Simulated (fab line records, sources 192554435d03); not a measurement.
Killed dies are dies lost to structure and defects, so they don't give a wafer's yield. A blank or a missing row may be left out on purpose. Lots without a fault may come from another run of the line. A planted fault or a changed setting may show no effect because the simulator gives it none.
Which tool did it? | flow n5_finfet | 20 lots, 60 wafers sampled, at 6 steps of a route of 1938

WHAT THE GAUGES READ, wafer by wafer
The record holds no reading of a measuring or inspecting step that can be judged against a usual standard deviation.

WHICH TOOL RAN EACH LOT (tool, then ch and the chambers of the sampled wafers, then the start)
lot  | N5_FIN_CUT_STRIP_24               | N5_DUMMY_GATE_ETCH_36             | N5_SD_EPI_N_ETCH_34               | N5_SD_EPI_N_ETCH_35               | N5_SD_EPI_P_DESCUM_14             | N5_ILD0_CMP_03
L074 | rie_diel-06 ch 1,2,3, day 2 05:44 | rie_diel-03 ch 0,1,3, day 2 23:55 | rie_diel-05 ch 0,2,3, day 3 02:24 | rie_diel-05 ch 0,2,3, day 3 02:28 | rie_diel-01 ch 1,2,3, day 3 06:40 | cmp-02 ch 1,2,3, day 3 13:34
L075 | rie_diel-01 ch 0,3, day 2 09:40   | rie_diel-03 ch 1,3, day 3 04:35   | rie_diel-05 ch 0,1, day 3 06:49   | rie_diel-05 ch 0,1, day 3 06:52   | rie_diel-06 ch 0,2, day 3 11:57   | cmp-04 ch 1,3, day 3 19:41
L076 | rie_diel-06 ch 0,1,3, day 2 16:07 | rie_diel-01 ch 0,2,3, day 3 10:35 | rie_diel-04 ch 2,3, day 3 12:41   | rie_diel-04 ch 2,3, day 3 12:44   | rie_diel-06 ch 0,1,2, day 3 16:58 | cmp-01 ch 1,2,3, day 4 00:52
L077 | rie_diel-01 ch 0,1,2, day 2 21:29 | rie_diel-06 ch 1,2, day 3 18:24   | rie_diel-02 ch 1,3, day 3 20:44   | rie_diel-02 ch 1,3, day 3 20:48   | rie_diel-03 ch 0,1,2, day 4 01:06 | cmp-02 ch 2,3, day 4 08:02
L078 | rie_diel-01 ch 2,3, day 3 03:37   | rie_diel-01 ch 0,3, day 3 22:01   | rie_diel-02 ch 0,1,3, day 4 00:31 | rie_diel-02 ch 0,1,3, day 4 00:35 | rie_diel-03 ch 2,3, day 4 05:07   | cmp-02 ch 0,1,3, day 4 12:07
L079 | rie_diel-06 ch 0,2, day 3 09:18   | rie_diel-06 ch 0,2, day 4 04:20   | rie_diel-02 ch 0,1,3, day 4 06:35 | rie_diel-02 ch 0,1,3, day 4 06:38 | rie_diel-03 ch 0,1,2, day 4 11:05 | cmp-01 ch 1,3, day 4 18:08
L081 | rie_diel-06 ch 0,3, day 3 21:13   | rie_diel-03 ch 0,1,2, day 4 16:32 | rie_diel-02 ch 2,3, day 4 23:58   | rie_diel-02 ch 2,3, day 5 00:02   | rie_diel-06 ch 0,3, day 5 05:04   | cmp-01 ch 0,2, day 5 12:04
L082 | rie_diel-03 ch 1,2, day 4 03:46   | rie_diel-03 ch 0,2, day 5 00:53   | rie_diel-04 ch 2,3, day 5 03:58   | rie_diel-04 ch 2,3, day 5 04:01   | rie_diel-01 ch 2,3, day 5 08:23   | cmp-02 ch 0,2,3, day 5 15:40
L084 | rie_diel-01 ch 0,1,3, day 4 14:55 | rie_diel-01 ch 2,3, day 5 13:49   | rie_diel-04 ch 0,1,3, day 5 16:05 | rie_diel-04 ch 0,1,3, day 5 16:08 | rie_diel-03 ch 0,2,3, day 5 20:31 | cmp-02 ch 0,3, day 6 03:26
L085 | rie_diel-01 ch 0,2, day 5 05:50   | rie_diel-01 ch 0,1,2, day 6 00:05 | rie_diel-05 ch 0,1, day 6 02:23   | rie_diel-05 ch 0,1, day 6 02:26   | rie_diel-06 ch 0,2, day 6 06:54   | cmp-04 ch 0,1, day 6 14:40
L086 | rie_diel-06 ch 1,2,3, day 5 09:40 | rie_diel-01 ch 0,1, day 6 04:19   | rie_diel-04 ch 0,1, day 6 06:24   | rie_diel-04 ch 0,1, day 6 06:28   | rie_diel-03 ch 1,3, day 6 10:50   | cmp-01 ch 2,3, day 6 17:47
L087 | rie_diel-03 ch 0,2,3, day 5 11:46 | rie_diel-06 ch 0,1, day 6 08:13   | rie_diel-05 ch 0,1,3, day 6 10:16 | rie_diel-05 ch 0,1,3, day 6 10:20 | rie_diel-06 ch 0,1,2, day 6 14:41 | cmp-02 ch 0,1,2, day 6 21:40
L090 | rie_diel-03 ch 1,2,3, day 6 03:16 | rie_diel-06 ch 1,3, day 6 21:26   | rie_diel-04 ch 1,3, day 6 23:40   | rie_diel-04 ch 1,3, day 6 23:44   | rie_diel-01 ch 1,2, day 7 04:07   | cmp-01 ch 0,2,3, day 7 11:19
L091 | rie_diel-06 ch 0,1, day 6 10:28   | rie_diel-06 ch 0,1, day 7 05:57   | rie_diel-04 ch 2,3, day 7 08:00   | rie_diel-04 ch 2,3, day 7 08:03   | rie_diel-06 ch 1,2,3, day 7 13:07 | cmp-02 ch 2,3, day 7 20:16
L092 | rie_diel-03 ch 1,2,3, day 6 15:02 | rie_diel-06 ch 0,2,3, day 7 10:08 | rie_diel-02 ch 0,1,2, day 7 12:21 | rie_diel-02 ch 0,1,2, day 7 12:24 | rie_diel-03 ch 0,1, day 7 16:38   | cmp-02 ch 1,2, day 7 23:41
L093 | rie_diel-03 ch 2,3, day 6 21:00   | rie_diel-03 ch 1,3, day 7 15:13   | rie_diel-05 ch 1,2,3, day 7 17:31 | rie_diel-05 ch 1,2,3, day 7 17:34 | rie_diel-01 ch 1,2,3, day 7 21:47 | cmp-04 ch 1,2, day 8 05:31
L094 | rie_diel-03 ch 0,1,2, day 7 04:07 | rie_diel-06 ch 0,1,3, day 7 23:29 | rie_diel-04 ch 0,1,3, day 8 01:35 | rie_diel-04 ch 0,1,3, day 8 01:39 | rie_diel-01 ch 0,2,3, day 8 06:07 | cmp-02 ch 0,2,3, day 8 13:16
L095 | rie_diel-06 ch 1,3, day 7 08:29   | rie_diel-03 ch 0,2,3, day 8 04:59 | rie_diel-04 ch 0,2,3, day 8 07:09 | rie_diel-04 ch 0,2,3, day 8 07:13 | rie_diel-01 ch 1,2,3, day 8 12:14 | cmp-04 ch 0,2,3, day 8 19:13
L096 | rie_diel-06 ch 0,2,3, day 7 14:50 | rie_diel-06 ch 0,1,3, day 8 09:17 | rie_diel-04 ch 0,1,3, day 8 11:20 | rie_diel-04 ch 0,1,3, day 8 11:23 | rie_diel-06 ch 0,1,2, day 8 15:42 | cmp-02 ch 0,2,3, day 8 22:52
L097 | rie_diel-06 ch 0,2,3, day 7 21:23 | rie_diel-03 ch 0,1, day 8 15:28   | rie_diel-02 ch 2,3, day 8 17:56   | rie_diel-02 ch 2,3, day 8 17:59   | rie_diel-06 ch 0,1,3, day 8 22:48 | cmp-01 ch 0,1,2, day 9 06:13
- N5_FIN_CUT_STRIP_24: strips in CF4.
- N5_DUMMY_GATE_ETCH_36: etches SiARC in CF4, target depth 13 nm.
- N5_SD_EPI_N_ETCH_34: etches SiARC in CF4, target depth 45.5 nm, time 75.8 s.
- N5_SD_EPI_N_ETCH_35: etches SOC in N2/H2, overetch 108 nm, time 486 s.
- N5_SD_EPI_P_DESCUM_14: chemistry O2, time 7.9 s.
- N5_ILD0_CMP_03: polishes, stops on SiNx, t overpolish 1.9 s, target thk 197.38 nm.

WHAT THE TOOLS THEMSELVES READ (means of the sampled wafers that have a number; where no wafer has one, the mark that the record gives instead)
N5_FIN_CUT_STRIP_24. Usual: drypump_motor_current_A 5.51 A, standard deviation 0.3; oes_product_au 0.78 a.u., standard deviation 0.07; rf_vpp_V 271.1 V, standard deviation 1.4; showerhead_plenum_p_Torr 1.79 Torr, standard deviation 0.058; throttle_valve_pct 13.54 %, standard deviation 0.26.
lot  | tool        | drypump_motor_current_A (A) | oes_product_au (a.u.) | rf_vpp_V (V) | showerhead_plenum_p_Torr (Torr) | throttle_valve_pct (%) | flag
L074 | rie_diel-06 | 5.66                        | 0.75                  | 271.8        | 1.82                            | 13.48                  |
L075 | rie_diel-01 | 5.45                        | 0.82                  | 271.2        | 1.78                            | 13.34                  |
L076 | rie_diel-06 | 5.50                        | 0.79                  | 271.2        | 1.80                            | 13.46                  |
L077 | rie_diel-01 | 5.45                        | 0.78                  | 270.9        | 1.83                            | 13.65                  |
L078 | rie_diel-01 | 5.68                        | 0.75                  | 271.1        | 1.78                            | 13.54                  |
L079 | rie_diel-06 | 5.77                        | 0.86                  | 272.7        | 1.87                            | 13.19                  |
L081 | rie_diel-06 | 5.20                        | 0.80                  | 270.5        | 1.76                            | 13.44                  |
L082 | rie_diel-03 | 5.26                        | 0.78                  | 270.5        | 1.76                            | 13.73                  |
L084 | rie_diel-01 | 5.46                        | 0.78                  | 271.5        | 1.80                            | 13.51                  |
L085 | rie_diel-01 | 5.27                        | 0.80                  | 271.7        | 1.81                            | 13.67                  |
L086 | rie_diel-06 | 5.66                        | 0.83                  | 271.0        | 1.81                            | 13.34                  |
L087 | rie_diel-03 | 5.52                        | 0.73                  | 270.8        | 1.78                            | 13.79                  |
L090 | rie_diel-03 | 5.42                        | 0.75                  | 270.1        | 1.75                            | 13.71                  |
L091 | rie_diel-06 | 5.82                        | 0.91                  | 272.4        | 1.83                            | 13.19                  |
L092 | rie_diel-03 | 5.39                        | 0.75                  | 270.0        | 1.75                            | 13.73                  |
L093 | rie_diel-03 | 5.57                        | 0.72                  | 271.2        | 1.78                            | 13.91                  |
L094 | rie_diel-03 | 5.34                        | 0.75                  | 270.0        | 1.74                            | 13.61                  |
L095 | rie_diel-06 | 5.37                        | 0.78                  | 270.7        | 1.75                            | 13.49                  |
L096 | rie_diel-06 | 5.51                        | 0.79                  | 272.0        | 1.80                            | 13.39                  |
L097 | rie_diel-06 | 5.48                        | 0.79                  | 270.9        | 1.80                            | 13.40                  |

N5_DUMMY_GATE_ETCH_36. Usual: drypump_motor_current_A 5.53 A, standard deviation 0.29; oes_product_au 0.79 a.u., standard deviation 0.071; rf_vpp_V 184.0 V, standard deviation 1.3; showerhead_plenum_p_Torr 2.13 Torr, standard deviation 0.069; throttle_valve_pct 15.55 %, standard deviation 0.26.
lot  | tool        | drypump_motor_current_A (A) | oes_product_au (a.u.) | rf_vpp_V (V) | showerhead_plenum_p_Torr (Torr) | throttle_valve_pct (%) | flag
L074 | rie_diel-03 | 5.50                        | 0.76                  | 182.8        | 2.09                            | 15.54                  |
L075 | rie_diel-03 | 5.37                        | 0.78                  | 182.3        | 2.04                            | 15.48                  |
L076 | rie_diel-01 | 5.46                        | 0.81                  | 185.0        | 2.13                            | 15.56                  |
L077 | rie_diel-06 | 5.97                        | 0.73                  | 184.6        | 2.21                            | 15.54                  |
L078 | rie_diel-01 | 5.27                        | 0.85                  | 184.6        | 2.15                            | 15.56                  |
L079 | rie_diel-06 | 5.62                        | 0.89                  | 185.1        | 2.20                            | 15.22                  |
L081 | rie_diel-03 | 5.35                        | 0.77                  | 182.9        | 2.09                            | 15.63                  |
L082 | rie_diel-03 | 5.40                        | 0.76                  | 185.1        | 2.14                            | 15.85                  |
L084 | rie_diel-01 | 5.68                        | 0.75                  | 183.9        | 2.11                            | 15.61                  |
L085 | rie_diel-01 | 5.45                        | 0.77                  | 184.6        | 2.17                            | 15.71                  |
L086 | rie_diel-01 | 5.24                        | 0.81                  | 184.0        | 2.18                            | 15.71                  |
L087 | rie_diel-06 | 5.80                        | 0.93                  | 185.4        | 2.19                            | 15.25                  |
L090 | rie_diel-06 | 5.37                        | 0.79                  | 184.3        | 2.09                            | 15.50                  |
L091 | rie_diel-06 | 5.62                        | 0.91                  | 183.8        | 2.18                            | 15.25                  |
L092 | rie_diel-06 | 5.49                        | 0.80                  | 184.3        | 2.15                            | 15.40                  |
L093 | rie_diel-03 | 5.39                        | 0.76                  | 182.7        | 2.03                            | 15.54                  |
L094 | rie_diel-06 | 5.48                        | 0.84                  | 184.4        | 2.13                            | 15.39                  |
L095 | rie_diel-03 | 5.52                        | 0.72                  | 183.7        | 2.13                            | 15.84                  |
L096 | rie_diel-06 | 5.51                        | 0.84                  | 184.9        | 2.13                            | 15.39                  |
L097 | rie_diel-03 | 5.45                        | 0.75                  | 183.3        | 2.08                            | 15.48                  |

N5_SD_EPI_N_ETCH_34. Usual: drypump_motor_current_A 5.9 A, standard deviation 0.37; etch_rf_on_time_s 75.4 s, standard deviation 0.97; oes_product_au 0.69 a.u., standard deviation 0.072; rf_vpp_V 184.5 V, standard deviation 1.4; showerhead_plenum_p_Torr 2.17 Torr, standard deviation 0.093; throttle_valve_pct 15.53 %, standard deviation 0.18.
lot  | tool        | drypump_motor_current_A (A) | etch_rf_on_time_s (s) | oes_product_au (a.u.) | rf_vpp_V (V) | showerhead_plenum_p_Torr (Torr) | throttle_valve_pct (%) | flag
L074 | rie_diel-05 | 5.9                         | 76.1                  | 0.63                  | 184.5        | 2.16                            | 15.67                  |
L075 | rie_diel-05 | 5.5                         | 75.4                  | 0.68                  | 183.8        | 2.08                            | 15.58                  |
L076 | rie_diel-04 | 6.0                         | 73.9                  | 0.71                  | 184.1        | 2.12                            | 15.52                  |
L077 | rie_diel-02 | 5.8                         | 76.2                  | 0.68                  | 184.8        | 2.24                            | 15.42                  |
L078 | rie_diel-02 | 5.6                         | 75.4                  | 0.73                  | 185.6        | 2.25                            | 15.37                  |
L079 | rie_diel-02 | 5.6                         | 75.5                  | 0.73                  | 184.9        | 2.25                            | 15.36                  |
L081 | rie_diel-02 | 6.2                         | 76.0                  | 0.61                  | 184.4        | 2.15                            | 15.64                  |
L082 | rie_diel-04 | 6.1                         | 74.6                  | 0.73                  | 183.0        | 2.11                            | 15.60                  |
L084 | rie_diel-04 | 6.1                         | 75.5                  | 0.69                  | 184.3        | 2.15                            | 15.42                  |
L085 | rie_diel-05 | 5.5                         | 75.8                  | 0.66                  | 184.7        | 2.14                            | 15.51                  |
L086 | rie_diel-04 | 6.2                         | 75.0                  | 0.68                  | 184.3        | 2.12                            | 15.43                  |
L087 | rie_diel-05 | 5.7                         | 75.9                  | 0.64                  | 184.3        | 2.14                            | 15.66                  |
L090 | rie_diel-04 | 6.1                         | 75.7                  | 0.63                  | 183.8        | 2.07                            | 15.51                  |
L091 | rie_diel-04 | 6.0                         | 74.2                  | 0.67                  | 184.0        | 2.11                            | 15.59                  |
L092 | rie_diel-02 | 5.7                         | 75.9                  | 0.67                  | 184.3        | 2.21                            | 15.54                  |
L093 | rie_diel-05 | 5.8                         | 75.9                  | 0.68                  | 183.6        | 2.16                            | 15.66                  |
L094 | rie_diel-04 | 6.2                         | 74.7                  | 0.67                  | 183.7        | 2.14                            | 15.46                  |
L095 | rie_diel-04 | 6.2                         | 75.2                  | 0.71                  | 184.1        | 2.16                            | 15.54                  |
L096 | rie_diel-04 | 6.2                         | 74.5                  | 0.67                  | 183.9        | 2.14                            | 15.47                  |
L097 | rie_diel-02 | 6.1                         | 77.1                  | 0.61                  | 184.6        | 2.17                            | 15.59                  |

N5_SD_EPI_N_ETCH_35. Usual: drypump_motor_current_A 5.9 A, standard deviation 0.37; oes_product_au 0.72 a.u., standard deviation 0.072; rf_vpp_V 241.1 V, standard deviation 1.7; showerhead_plenum_p_Torr 2.57 Torr, standard deviation 0.12; throttle_valve_pct 23.77 %, standard deviation 0.22.
lot  | tool        | drypump_motor_current_A (A) | oes_product_au (a.u.) | rf_vpp_V (V) | showerhead_plenum_p_Torr (Torr) | throttle_valve_pct (%) | flag
L074 | rie_diel-05 | 5.9                         | 0.66                  | 240.2        | 2.56                            | 23.83                  |
L075 | rie_diel-05 | 5.4                         | 0.71                  | 240.5        | 2.46                            | 23.81                  |
L076 | rie_diel-04 | 6.0                         | 0.73                  | 239.9        | 2.52                            | 23.78                  |
L077 | rie_diel-02 | 5.8                         | 0.71                  | 241.7        | 2.66                            | 23.68                  |
L078 | rie_diel-02 | 5.6                         | 0.77                  | 242.3        | 2.68                            | 23.64                  |
L079 | rie_diel-02 | 5.6                         | 0.76                  | 242.8        | 2.68                            | 23.63                  |
L081 | rie_diel-02 | 6.2                         | 0.64                  | 241.6        | 2.56                            | 24.00                  |
L082 | rie_diel-04 | 6.1                         | 0.77                  | 240.5        | 2.50                            | 23.89                  |
L084 | rie_diel-04 | 6.2                         | 0.72                  | 240.6        | 2.55                            | 23.61                  |
L085 | rie_diel-05 | 5.5                         | 0.69                  | 241.0        | 2.55                            | 23.68                  |
L086 | rie_diel-04 | 6.2                         | 0.71                  | 240.7        | 2.51                            | 23.56                  |
L087 | rie_diel-05 | 5.7                         | 0.68                  | 241.1        | 2.54                            | 23.88                  |
L090 | rie_diel-04 | 6.0                         | 0.66                  | 240.4        | 2.45                            | 23.61                  |
L091 | rie_diel-04 | 6.0                         | 0.70                  | 240.1        | 2.51                            | 23.81                  |
L092 | rie_diel-02 | 5.7                         | 0.71                  | 240.9        | 2.63                            | 23.81                  |
L093 | rie_diel-05 | 5.8                         | 0.72                  | 240.8        | 2.56                            | 23.92                  |
L094 | rie_diel-04 | 6.2                         | 0.70                  | 240.1        | 2.54                            | 23.64                  |
L095 | rie_diel-04 | 6.2                         | 0.74                  | 240.9        | 2.56                            | 23.78                  |
L096 | rie_diel-04 | 6.2                         | 0.70                  | 240.9        | 2.54                            | 23.64                  |
L097 | rie_diel-02 | 6.1                         | 0.64                  | 240.2        | 2.59                            | 23.89                  |

N5_SD_EPI_P_DESCUM_14. Usual: drypump_motor_current_A 5.5 A, standard deviation 0.31; oes_product_au 0.79 a.u., standard deviation 0.074; rf_vpp_V 243.1 V, standard deviation 1.4; showerhead_plenum_p_Torr 2.09 Torr, standard deviation 0.078; throttle_valve_pct 20.36 %, standard deviation 0.26.
lot  | tool        | drypump_motor_current_A (A) | oes_product_au (a.u.) | rf_vpp_V (V) | showerhead_plenum_p_Torr (Torr) | throttle_valve_pct (%) | flag
L074 | rie_diel-01 | 5.7                         | 0.76                  | 243.4        | 2.09                            | 20.31                  |
L075 | rie_diel-06 | 5.8                         | 0.87                  | 244.5        | 2.19                            | 20.07                  |
L076 | rie_diel-06 | 5.8                         | 0.82                  | 244.1        | 2.17                            | 20.20                  |
L077 | rie_diel-03 | 5.4                         | 0.77                  | 242.9        | 2.04                            | 20.40                  |
L078 | rie_diel-03 | 5.6                         | 0.73                  | 243.9        | 2.09                            | 20.75                  |
L079 | rie_diel-03 | 5.3                         | 0.76                  | 242.1        | 2.04                            | 20.41                  |
L081 | rie_diel-06 | 5.2                         | 0.80                  | 241.5        | 2.04                            | 20.30                  |
L082 | rie_diel-01 | 5.7                         | 0.76                  | 242.5        | 2.06                            | 20.38                  |
L084 | rie_diel-03 | 5.5                         | 0.74                  | 242.9        | 2.09                            | 20.61                  |
L085 | rie_diel-06 | 5.8                         | 0.83                  | 244.4        | 2.18                            | 20.10                  |
L086 | rie_diel-03 | 5.4                         | 0.76                  | 241.1        | 1.98                            | 20.31                  |
L087 | rie_diel-06 | 5.8                         | 0.89                  | 244.5        | 2.16                            | 20.10                  |
L090 | rie_diel-01 | 5.7                         | 0.73                  | 243.7        | 2.11                            | 20.52                  |
L091 | rie_diel-06 | 5.7                         | 0.80                  | 243.1        | 2.11                            | 20.23                  |
L092 | rie_diel-03 | 5.3                         | 0.76                  | 240.5        | 1.98                            | 20.17                  |
L093 | rie_diel-01 | 5.7                         | 0.74                  | 243.1        | 2.08                            | 20.37                  |
L094 | rie_diel-01 | 5.5                         | 0.78                  | 243.2        | 2.07                            | 20.41                  |
L095 | rie_diel-01 | 5.7                         | 0.74                  | 244.4        | 2.08                            | 20.38                  |
L096 | rie_diel-06 | 5.8                         | 0.86                  | 243.9        | 2.15                            | 20.13                  |
L097 | rie_diel-06 | 5.5                         | 0.84                  | 243.1        | 2.08                            | 20.23                  |

N5_ILD0_CMP_03. Usual: head_pressure_psi 4.149 psi, standard deviation 0.01; motor_current_A 12.2 A, standard deviation 0.98; overpolish_run_s 1.900 s, standard deviation 0.01; time_to_endpoint_s 73 s, standard deviation 3.9.
lot  | tool   | head_pressure_psi (psi) | motor_current_A (A) | overpolish_run_s (s) | time_to_endpoint_s (s) | flag
L074 | cmp-02 | 4.144                   | 11.8                | 1.905                | 71                     |
L075 | cmp-04 | 4.143                   | 12.8                | 1.901                | 65                     |
L076 | cmp-01 | 4.143                   | 12.1                | 1.896                | 71                     |
L077 | cmp-02 | 4.141                   | 12.4                | 1.891                | 76                     |
L078 | cmp-02 | 4.147                   | 12.0                | 1.895                | 75                     |
L079 | cmp-01 | 4.159                   | 11.6                | 1.908                | 75                     |
L081 | cmp-01 | 4.148                   | 11.9                | 1.899                | 74                     |
L082 | cmp-02 | 4.141                   | 12.0                | 1.895                | 75                     |
L084 | cmp-02 | 4.144                   | 11.9                | 1.907                | 73                     |
L085 | cmp-04 | 4.140                   | 12.5                | 1.890                | 68                     |
L086 | cmp-01 | 4.153                   | 11.0                | 1.913                | 77                     |
L087 | cmp-02 | 4.151                   | 11.8                | 1.901                | 68                     |
L090 | cmp-01 | 4.163                   | 11.5                | 1.894                | 77                     |
L091 | cmp-02 | 4.153                   | 12.6                | 1.898                | 72                     |
L092 | cmp-02 | 4.146                   | 11.9                | 1.907                | 71                     |
L093 | cmp-04 | 4.151                   | 13.0                | 1.908                | 70                     |
L094 | cmp-02 | 4.150                   | 12.4                | 1.905                | 72                     |
L095 | cmp-04 | 4.148                   | 12.7                | 1.905                | 69                     |
L096 | cmp-02 | 4.146                   | 12.4                | 1.903                | 75                     |
L097 | cmp-01 | 4.143                   | 12.8                | 1.900                | 82                     |

THE ANSWER, worked out from the rows above alone
Rule: a lot is off if the mean of its wafers that have a number lies more than 3 standard deviations from the usual mean. A lot without any number at a reading at which 4 lots or more have one is off too. The other lots that the step has rows for count as sound. The gauges are gone through in route order, then the tools' own readings, and for those a lot's mean is taken as printed above. The first step at which some lot is off is used, and at that step the reading that is off furthest; a lot without a number counts as furthest.
No lot is off at any reading shown: from this, nothing can be told.

WHAT THE SIMULATOR HAD PUT IN
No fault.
